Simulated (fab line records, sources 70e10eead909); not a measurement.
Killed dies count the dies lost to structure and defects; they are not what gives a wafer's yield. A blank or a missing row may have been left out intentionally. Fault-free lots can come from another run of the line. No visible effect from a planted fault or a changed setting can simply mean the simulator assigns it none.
Which of the tools did it?	flow nand_harc	72 wafers from 24 lots sampled at 6 of the route's 1302 steps

## WHAT EACH GAUGE READ, for each wafer
NHARC_A_ONON_D2_THK_MEAS_21: measures by ellipsometry. Usual: thk_nm reads 1001 nm (standard deviation 10).
lot	measured	on	thk_nm (nm)	flag
L076	day 13 09:16	film_metro-01	999 997 997	
L074	day 13 09:19	film_metro-02	1010 1009 1009	
L075	day 13 09:16	film_metro-02	988 989 989	
L077	day 14 06:44	film_metro-01	988 987 988	
L078	day 14 06:45	film_metro-02	1017 1017 1016	
L079	day 15 02:22	film_metro-02	995 995 996	
L080	day 15 02:21	film_metro-01	1011 1012 1012	
L081	day 16 05:01	film_metro-01	1001 1002 1003	
L082	day 16 11:35	film_metro-02	1001 999 1001	
L083	day 16 11:35	film_metro-01	994 994 993	
L085	day 17 04:01	film_metro-01	1006 1005 1005	
L084	day 17 04:01	film_metro-01	994 992 995	
L086	day 17 22:29	film_metro-02	993 990 992	
L087	day 18 15:10	film_metro-01	1019 1020 1019	
L088	day 18 15:10	film_metro-02	1003 1004 1004	
L089	day 18 15:10	film_metro-01	1000 1000 998	
L090	day 19 09:02	film_metro-01	1000 1002 1000	
L091	day 19 09:01	film_metro-02	1014 1017 1014	
L092	day 20 09:58	film_metro-02	1012 1011 1011	
L093	day 20 09:56	film_metro-01	990 988 989	
L094	day 21 09:41	film_metro-02	982 981 981	
L095	day 22 08:02	film_metro-01	999 1000 1002	
L096	day 21 22:12	film_metro-01	1015 1013 1016	
L097	day 22 20:30	film_metro-01	1003 1002 1003	

NHARC_A_CHANNEL_HOLE_D2_CD_MEAS_31. Usual: cd_nm reads 90.1 nm (standard deviation 0.89).
lot	measured	on	cd_nm (nm)	flag
L076	day 13 21:09	cd_sem-02	90.1 89.7 90.6	
L074	day 14 01:16	cd_sem-02	90.0 90.3 90.5	
L075	day 13 21:41	cd_sem-02	88.8 89.3 90.9	
L077	day 15 00:56	cd_sem-02	89.2 89.7 87.8	
L078	day 15 04:22	cd_sem-02	90.9 89.2 89.6	
L079	day 15 17:04	cd_sem-02	90.5 90.1 89.5	
L080	day 15 16:40	cd_sem-01	91.5 90.1 90.0	
L081	day 16 16:53	cd_sem-03	89.5 90.5 90.3	
L082	day 17 01:56	cd_sem-03	90.0 89.3 90.2	
L083	day 17 06:10	cd_sem-03	89.0 90.1 90.9	
L085	day 17 19:22	cd_sem-02	90.2 89.9 89.4	
L084	day 17 22:47	cd_sem-03	89.4 89.5 88.6	
L086	day 18 12:32	cd_sem-01	90.1 88.9 89.8	
L087	day 19 07:10	cd_sem-02	92.7 91.2 92.5	
L088	day 19 03:22	cd_sem-02	90.9 89.1 88.4	
L089	day 19 07:32	cd_sem-03	88.6 91.2 90.6	
L090	day 19 22:47	cd_sem-03	91.2 90.1 91.5	
L091	day 19 21:14	cd_sem-01	89.9 90.8 91.4	
L092	day 20 22:29	cd_sem-03	90.4 90.7 90.0	
L093	day 20 22:03	cd_sem-03	89.6 90.0 90.0	
L094	day 22 02:19	cd_sem-03	90.8 90.2 90.3	
L095	day 22 19:55	cd_sem-03	89.3 89.5 88.7	
L096	day 22 11:49	cd_sem-01	90.9 91.1 91.3	
L097	day 23 08:17	cd_sem-02	90.9 89.3 89.2	

## TOOL THAT RAN EACH LOT (tool first, then ch and the chambers of the sampled wafers, then the start)
lot	NHARC_A_DECK1_JOINT_ETCHBACK_00	NHARC_A_ONON_D2_DEP_33	NHARC_A_CHANNEL_HOLE_D2_ETCH_24	NHARC_A_CHANNEL_HOLE_D2_ETCH_25
L076	rie_si-02 ch 0,1,2, day 12 00:34	pecvd-04 ch 0,1,2, day 13 11:04	har_etch-02 ch 1, day 13 17:51	har_etch-02 ch 1, day 13 18:38
L074	rie_si-03 ch 0,1,3, day 12 00:34	pecvd-03 ch 0,1,2, day 13 11:16	har_etch-02 ch 0,1, day 13 21:52	har_etch-02 ch 0,1, day 13 22:38
L075	rie_si-05 ch 0,1,2, day 12 00:35	pecvd-02 ch 0,1, day 13 11:02	har_etch-01 ch 0,1, day 13 18:01	har_etch-01 ch 0,1, day 13 18:47
L077	rie_si-03 ch 0,1,3, day 12 11:54	pecvd-03 ch 1,2, day 14 08:33	har_etch-01 ch 0,1, day 14 21:40	har_etch-01 ch 0,1, day 14 22:27
L078	rie_si-02 ch 1,3, day 12 22:10	pecvd-04 ch 0,2, day 14 08:46	har_etch-02 ch 1, day 15 00:58	har_etch-02 ch 1, day 15 01:44
L079	rie_si-02 ch 0,2,3, day 13 17:23	pecvd-02 ch 0,1, day 15 04:07	har_etch-01 ch 0,1, day 15 13:49	har_etch-01 ch 0,1, day 15 14:35
L080	rie_si-03 ch 0,3, day 13 17:24	pecvd-04 ch 0,1, day 15 04:09	har_etch-02 ch 0,1, day 15 13:30	har_etch-02 ch 0,1, day 15 14:19
L081	rie_si-05 ch 0,1,3, day 14 16:22	pecvd-02 ch 1,2, day 16 06:46	har_etch-02 ch 1, day 16 13:29	har_etch-02 ch 1, day 16 14:14
L082	rie_si-02 ch 1,2,3, day 14 20:53	pecvd-04 ch 0,1,2, day 16 13:22	har_etch-01 ch 0,1, day 16 22:32	har_etch-01 ch 0,1, day 16 23:19
L083	rie_si-03 ch 0,2, day 15 03:25	pecvd-04 ch 0,1,2, day 16 13:39	har_etch-01 ch 0,1, day 17 02:58	har_etch-01 ch 0,1, day 17 03:46
L085	rie_si-03 ch 0,1, day 15 19:47	pecvd-04 ch 0,2, day 17 05:46	har_etch-02 ch 0,1, day 17 16:21	har_etch-02 ch 0,1, day 17 17:10
L084	rie_si-02 ch 2,3, day 15 19:50	pecvd-03 ch 0,1, day 17 05:54	har_etch-01 ch 0,1, day 17 19:38	har_etch-01 ch 0,1, day 17 20:26
L086	rie_si-05 ch 1,2,3, day 16 05:18	pecvd-02 ch 1,2, day 18 00:18	har_etch-01 ch 1, day 18 09:06	har_etch-01 ch 1, day 18 09:53
L087	rie_si-05 ch 0,3, day 17 04:26	pecvd-04 ch 0,1,2, day 18 17:02	har_etch-02 ch 0,1, day 19 03:47	har_etch-02 ch 0,1, day 19 04:32
L088	rie_si-03 ch 1,3, day 17 04:26	pecvd-03 ch 0,1,2, day 18 16:58	har_etch-01 ch 0,1, day 19 00:07	har_etch-01 ch 0,1, day 19 00:53
L089	rie_si-05 ch 0,1,2, day 17 08:17	pecvd-02 ch 1,2, day 18 16:59	har_etch-01 ch 0,1, day 19 04:17	har_etch-01 ch 0,1, day 19 05:04
L090	rie_si-02 ch 1,3, day 18 01:03	pecvd-04 ch 0,1,2, day 19 10:48	har_etch-02 ch 0,1, day 19 19:25	har_etch-02 ch 0,1, day 19 20:10
L091	rie_si-05 ch 0,2,3, day 18 01:06	pecvd-03 ch 0,2, day 19 10:45	har_etch-01 ch 0,1, day 19 17:49	har_etch-01 ch 0,1, day 19 18:36
L092	rie_si-03 ch 0,1, day 19 02:19	pecvd-02 ch 0,1,2, day 20 11:46	har_etch-02 ch 0,1, day 20 19:13	har_etch-02 ch 0,1, day 20 20:01
L093	rie_si-02 ch 0,1,3, day 19 02:25	pecvd-03 ch 0,1,2, day 20 11:41	har_etch-01 ch 0,1, day 20 18:40	har_etch-01 ch 0,1, day 20 19:25
L094	rie_si-03 ch 0,2,3, day 19 21:19	pecvd-02 ch 0,1, day 21 11:29	har_etch-01 ch 0,1, day 21 22:55	har_etch-01 ch 0,1, day 21 23:41
L095	rie_si-05 ch 1,2, day 20 02:46	pecvd-04 ch 1,2, day 22 09:52	har_etch-02 ch 0,1, day 22 16:38	har_etch-02 ch 0,1, day 22 17:26
L096	rie_si-05 ch 0,2, day 20 10:29	pecvd-02 ch 0,1, day 22 00:08	har_etch-02 ch 0,1, day 22 08:26	har_etch-02 ch 0,1, day 22 09:11
L097	rie_si-02 ch 1,3, day 21 07:37	pecvd-02 ch 0,2, day 22 22:20	har_etch-02 ch 0,1, day 23 05:01	har_etch-02 ch 0,1, day 23 05:47
- NHARC_A_DECK1_JOINT_ETCHBACK_00: etches the open film in HBr, target depth 30 nm, time 17.4 s.
- NHARC_A_ONON_D2_DEP_33: deposits SiO2, target thk 200 nm.
- NHARC_A_CHANNEL_HOLE_D2_ETCH_24: etches the open film in C4F8/O2/Ar, time 906.2 s, target depth 1500 nm.
- NHARC_A_CHANNEL_HOLE_D2_ETCH_25: etches the open film in C4F8/O2/Ar, time 1040.2 s, target depth 1500 nm.

## AS READ BY THE TOOLS THEMSELVES (means over the sampled wafers that have a number; for cases with no such wafer, the mark the record gives instead)
NHARC_A_DECK1_JOINT_ETCHBACK_00. Usual: chamber_pressure_mTorr 14.999 mTorr, standard deviation 0.013; drypump_motor_current_A 5.6 A, standard deviation 0.33; oes_product_au 1.001 a.u., standard deviation 0.0072; throttle_valve_pct 23.266 %, standard deviation 0.0091.
lot	tool	chamber_pressure_mTorr (mTorr)	drypump_motor_current_A (A)	oes_product_au (a.u.)	throttle_valve_pct (%)	flag
L076	rie_si-02	15.004	5.7	0.995	23.266	
L074	rie_si-03	15.007	5.8	1.004	23.260	
L075	rie_si-05	15.018	5.3	0.994	23.264	
L077	rie_si-03	15.011	5.8	1.001	23.272	
L078	rie_si-02	15.000	5.6	1.003	23.270	
L079	rie_si-02	15.007	5.8	0.995	23.264	
L080	rie_si-03	15.009	5.4	1.004	23.266	
L081	rie_si-05	14.995	5.5	1.000	23.266	
L082	rie_si-02	14.988	5.7	0.996	23.265	
L083	rie_si-03	15.010	5.7	0.992	23.271	
L085	rie_si-03	14.998	5.5	1.008	23.275	
L084	rie_si-02	15.008	5.8	1.000	23.273	
L086	rie_si-05	15.007	5.4	0.993	23.266	
L087	rie_si-05	15.000	5.6	1.003	23.272	
L088	rie_si-03	15.004	6.1	1.007	23.264	
L089	rie_si-05	15.005	5.3	1.004	23.263	
L090	rie_si-02	14.987	5.7	1.008	23.270	
L091	rie_si-05	14.990	5.6	1.007	23.261	
L092	rie_si-03	15.000	5.5	1.006	23.261	
L093	rie_si-02	14.999	5.7	1.003	23.269	
L094	rie_si-03	15.002	5.7	1.012	23.262	
L095	rie_si-05	14.995	5.4	0.993	23.269	
L096	rie_si-05	14.999	5.5	0.998	23.264	
L097	rie_si-02	14.994	5.7	0.994	23.266	

NHARC_A_ONON_D2_DEP_33. Usual: chamber_pressure_Torr 6.499 Torr, standard deviation 0.015; heater_power_w 498 W, standard deviation 120; throttle_valve_pct 15.9 %, standard deviation 0.55.
lot	tool	chamber_pressure_Torr (Torr)	heater_power_w (W)	throttle_valve_pct (%)	flag
L076	pecvd-04	6.512	519	16.2	
L074	pecvd-03	6.498	563	15.6	
L075	pecvd-02	6.494	458	15.7	
L077	pecvd-03	6.507	661	15.6	
L078	pecvd-04	6.493	512	16.0	
L079	pecvd-02	6.492	451	16.3	
L080	pecvd-04	6.480	484	16.1	
L081	pecvd-02	6.507	377	16.3	
L082	pecvd-04	6.498	529	16.4	
L083	pecvd-04	6.500	466	16.2	
L085	pecvd-04	6.501	554	16.2	
L084	pecvd-03	6.507	642	15.4	
L086	pecvd-02	6.504	339	16.1	
L087	pecvd-04	6.498	462	16.5	
L088	pecvd-03	6.500	557	15.1	
L089	pecvd-02	6.488	360	16.0	
L090	pecvd-04	6.499	518	16.5	
L091	pecvd-03	6.492	513	15.0	
L092	pecvd-02	6.492	441	16.0	
L093	pecvd-03	6.510	650	15.3	
L094	pecvd-02	6.507	474	15.8	
L095	pecvd-04	6.512	490	16.6	
L096	pecvd-02	6.490	444	15.8	
L097	pecvd-02	6.500	348	15.7	

NHARC_A_CHANNEL_HOLE_D2_ETCH_24. Usual: chamber_pressure_mTorr 19.997 mTorr, standard deviation 0.017; drypump_motor_current_A 6.1 A, standard deviation 0.31; showerhead_plenum_p_Torr 3.69 Torr, standard deviation 0.17; throttle_valve_pct 32.236 %, standard deviation 0.0087.
lot	tool	chamber_pressure_mTorr (mTorr)	drypump_motor_current_A (A)	showerhead_plenum_p_Torr (Torr)	throttle_valve_pct (%)	flag
L076	har_etch-02	19.994	5.7	3.49	32.231	
L074	har_etch-02	20.004	6.2	3.76	32.245	
L075	har_etch-01	19.997	6.0	3.63	32.234	
L077	har_etch-01	19.992	6.0	3.62	32.242	
L078	har_etch-02	20.009	5.7	3.48	32.236	
L079	har_etch-01	20.001	6.0	3.62	32.238	
L080	har_etch-02	20.012	6.0	3.61	32.226	
L081	har_etch-02	20.007	5.7	3.47	32.240	
L082	har_etch-01	20.000	6.0	3.61	32.236	
L083	har_etch-01	19.989	6.1	3.57	32.240	
L085	har_etch-02	19.998	6.0	3.91	32.242	
L084	har_etch-01	19.984	6.1	3.56	32.230	
L086	har_etch-01	20.004	5.8	3.65	32.235	
L087	har_etch-02	19.987	6.0	3.90	32.244	
L088	har_etch-01	19.996	6.0	3.59	32.238	
L089	har_etch-01	20.003	6.1	3.55	32.236	
L090	har_etch-02	19.983	6.0	3.89	32.239	
L091	har_etch-01	19.989	6.0	3.54	32.239	
L092	har_etch-02	20.002	6.3	3.87	32.227	
L093	har_etch-01	20.005	6.0	3.58	32.231	
L094	har_etch-01	20.001	6.1	3.53	32.236	
L095	har_etch-02	19.990	6.0	3.87	32.230	
L096	har_etch-02	20.008	6.3	3.86	32.236	
L097	har_etch-02	19.998	6.2	3.85	32.237	

NHARC_A_CHANNEL_HOLE_D2_ETCH_25. Usual: chamber_pressure_mTorr 19.999 mTorr, standard deviation 0.018; drypump_motor_current_A 6.1 A, standard deviation 0.31; showerhead_plenum_p_Torr 3.69 Torr, standard deviation 0.17; throttle_valve_pct 32.236 %, standard deviation 0.0091.
lot	tool	chamber_pressure_mTorr (mTorr)	drypump_motor_current_A (A)	showerhead_plenum_p_Torr (Torr)	throttle_valve_pct (%)	flag
L076	har_etch-02	19.983	5.7	3.49	32.237	
L074	har_etch-02	19.986	6.3	3.76	32.236	
L075	har_etch-01	20.006	6.0	3.63	32.248	
L077	har_etch-01	20.017	6.0	3.62	32.244	
L078	har_etch-02	19.988	5.7	3.48	32.235	
L079	har_etch-01	20.005	6.0	3.62	32.237	
L080	har_etch-02	20.004	6.0	3.61	32.235	
L081	har_etch-02	20.009	5.7	3.47	32.235	
L082	har_etch-01	20.005	6.0	3.61	32.229	
L083	har_etch-01	20.008	6.1	3.57	32.230	
L085	har_etch-02	19.989	6.0	3.91	32.234	
L084	har_etch-01	19.994	6.1	3.56	32.232	
L086	har_etch-01	19.982	5.9	3.65	32.245	
L087	har_etch-02	20.007	6.0	3.90	32.240	
L088	har_etch-01	20.004	6.0	3.59	32.233	
L089	har_etch-01	20.018	6.1	3.54	32.242	
L090	har_etch-02	20.019	6.0	3.89	32.235	
L091	har_etch-01	19.997	6.1	3.54	32.240	
L092	har_etch-02	19.995	6.3	3.87	32.234	
L093	har_etch-01	19.990	6.0	3.58	32.233	
L094	har_etch-01	20.006	6.1	3.53	32.237	
L095	har_etch-02	19.963	6.0	3.87	32.228	
L096	har_etch-02	19.998	6.2	3.86	32.238	
L097	har_etch-02	20.002	6.2	3.85	32.243	

## THE ANSWER, worked out from the rows above alone
Rule: take the mean of a lot's wafers that have a number; if it is more than 3 standard deviations from the usual mean, the lot is off. Also off: a lot with no number at a reading for which 4 or more lots have one. All remaining lots with rows at the step are treated as sound. The gauges are gone through in route order, then the tools' own readings, and for those a lot's mean is taken as printed above. At the first step where some lot is off, the reading lying furthest off is the one used; lots without a number count as furthest.
None of the lots is off at any reading shown; this tells nothing.

## WHAT THE SIMULATOR PUT IN
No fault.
